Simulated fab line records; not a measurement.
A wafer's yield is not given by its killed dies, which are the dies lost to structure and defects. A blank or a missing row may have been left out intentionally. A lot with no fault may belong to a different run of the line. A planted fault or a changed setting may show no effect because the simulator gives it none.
Struck lot and sound lot, side by side | flow n5-finfet | 15 out of 1938 route steps
Sound: wafers L497.1, L497.2, L497.4. Struck: wafer L505.4; the same lot's L505.3 was not struck, so it is left out; see the end for the cause.
Order at every step that has rows: each side's tool, ch and its chambers, its first start. Under that, the readings that differ: sound wafers | struck wafers | difference of the means | sigmas: that difference in standard deviations of wafers without a fault.
alike: readings with means less than 2 such deviations apart, plus words and numbers identical on both sides. not compared: withheld readings, readings lacking a value on some wafer, bounds such as >300 that could conceal the same value, and numbers that have no deviation in the record and whose values overlap.
A row with sigmas, a row that says differs or no value, or rows on one side alone: a step with any of these is where the two part. Non-overlapping numbers with no deviation appear without sigmas and do not part them. Lack of a reading on every wafer of one side parts them only where that side has two or more wafers.

first, 8 steps without rows for these wafers: N5_BEOL_M13_COAT_66 (time 60 s, resist thk 110 nm); N5_BEOL_M13_COAT_22 (resist thk 300 nm); N5_BEOL_M13_EBR_24; N5_BEOL_M13_SOFTBAKE_23 (time 60 s); N5_BEOL_M13_EXPOSE_25 (exposes mask M13, target cd 210 nm); N5_BEOL_M13_PEB_26 (peb time 90 s); N5_BEOL_M13_DEVELOP_27 (develop time 45 s); N5_BEOL_M13_HARDBAKE_32 (time 120 s).
N5_BEOL_M13_CD_MEAS_28 targets a cd of 209.5 nm.
  sound on cd-sem-03 ch 0, day 13 14:19; struck on cd-sem-03 ch 0, day 15 03:20
  alike: cd-nm
N5_BEOL_M13_OVL_MEAS_29:
  sound on overlay-01 ch 0, day 13 14:21; struck on overlay-02 ch 0, day 15 03:22
  reading      | sound  | struck | difference | sigmas
  M13_OVL (nm) | 9 -1 8 | -9     | -14        | -3
N5_BEOL_M13_INSPECT_30: inspects for defects (macro).
  sound: defect-inspect-01 at day 13 14:23; struck: defect-inspect-02 at day 15 03:23
  alike: raw-defect-count
N5_BEOL_M13_DESCUM_33: chemistry O2, time 7.9 s.
  sound on rie-diel-04 ch 0,1,3, day 13 14:27; struck on rie-diel-04 ch 0, day 15 03:25
  reading                | sound             | struck | difference | sigmas
  rf-hours-counter-h (h) | 79 164 67         | 176    | +73        |
  rf-vpp-V (V)           | 244.4 241.0 245.0 | 240.5  | -3.0       | -2
  alike: drypump-motor-current-A, oes-product-au, showerhead-plenum-p-Torr, temp-c, throttle-valve-pct
N5_BEOL_M13_ETCH_67: etches SiARC in CF4, target depth 143 nm, time 238.3 s.
  sound on rie-diel-04 ch 0,1,3, day 13 14:29; struck on rie-diel-04 ch 0, day 15 03:27
  reading                | sound       | struck | difference | sigmas
  etch-rf-on-time-s (s)  | 233 228 235 | 354    | +122       | +23
  rf-hours-counter-h (h) | 79 164 67   | 176    | +73        |
  alike: cf4-flow-sccm, drypump-motor-current-A, mfc-ar-sccm, oes-product-au, rf-vpp-V, showerhead-plenum-p-Torr, throttle-valve-pct
  not compared: bias-w
N5_BEOL_M13_ETCH_68: etches SOC in N2/H2, time 355 s.
  sound on rie-diel-04 ch 0,1,3, day 13 14:38; struck on rie-diel-04 ch 0, day 15 03:36
  reading                | sound             | struck | difference | sigmas
  rf-hours-counter-h (h) | 79 164 67         | 176    | +73        |
  rf-vpp-V (V)           | 524.8 522.0 525.1 | 519.7  | -4.3       | -2
  alike: bias-w, drypump-motor-current-A, oes-product-au, showerhead-plenum-p-Torr, temp-c, throttle-valve-pct
N5_PASSIVATION_PROBE_49:
  only the struck wafers here have rows in the record (prober-01, day 16 07:41); the sound ones have none

WHERE THEY PART
At N5_BEOL_M13_OVL_MEAS_29 first; at N5_PASSIVATION_PROBE_49 last (within this record only).

WHY: what the simulator had put in
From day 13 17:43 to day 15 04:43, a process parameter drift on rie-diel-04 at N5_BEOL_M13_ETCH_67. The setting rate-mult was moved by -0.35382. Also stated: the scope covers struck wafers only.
